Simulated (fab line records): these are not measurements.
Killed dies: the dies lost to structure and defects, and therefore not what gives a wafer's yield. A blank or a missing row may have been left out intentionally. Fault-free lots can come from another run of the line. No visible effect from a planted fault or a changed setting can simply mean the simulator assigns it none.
Chamber matching + flow nand-harc + NHARC_A_M0_ETCH_34 on rie-diel-11 has 4 sister chambers
The step etches the open film in N2/H2, target depth 40 nm, overetch 12 nm, time 43.94 s. 4 wafers are shown with their chamber, then 12 later ones without.

== WAFERS PAIRED WITH THEIR CHAMBERS ==
| wafer  | chamber | showerhead-plenum-p-Torr (Torr) |
|--------|---------|---------------------------------|
| L087.6 | 2       | 1.92                            |
| L092.2 | 3       | 1.96                            |
| L092.3 | 1       | 1.95                            |
| L092.5 | 0       | 2.15                            |

== WAFERS WITH NO CHAMBER GIVEN ==
| wafer  | showerhead-plenum-p-Torr (Torr) |
|--------|---------------------------------|
| L094.2 | 2.15                            |
| L094.5 | 1.95                            |
| L094.6 | 2.15                            |
| L095.3 | 1.96                            |
| L095.5 | 1.95                            |
| L095.6 | 1.91                            |
| L096.4 | 1.95                            |
| L096.5 | 1.91                            |
| L096.6 | 1.96                            |
| L097.3 | 1.95                            |
| L097.5 | 2.14                            |
| L097.6 | 1.96                            |

== CHAMBER TAKEN BY EACH ==
| wafer  | from the rows above | in truth |
|--------|---------------------|----------|
| L094.2 | 0                   | 0        |
| L094.5 | 1                   | 1        |
| L094.6 | 0                   | 0        |
| L095.3 | 3                   | 3        |
| L095.5 | 1                   | 1        |
| L095.6 | 2                   | 2        |
| L096.4 | 1                   | 1        |
| L096.5 | 2                   | 2        |
| L096.6 | 3                   | 3        |
| L097.3 | 1                   | 1        |
| L097.5 | 0                   | 0        |
| L097.6 | 3                   | 3        |
12 of 12 placed correctly. Left unplaced by these rows: 0. Wrongly placed: 0.
How it was worked out, from the rows above alone: a wafer's distance from a chamber is the root of the sum, over the readings, of the square of ((its reading less the chamber's mean) divided by the reading's scatter). If the next closest chamber is less than 2 further off than the closest, the wafer can't be placed; otherwise it belongs to the closest. The mean given for a chamber averages the wafers shown for that chamber. The scatter: root of mean squared gap, hidden wafer to nearest shown wafer, with one shown wafer a chamber.
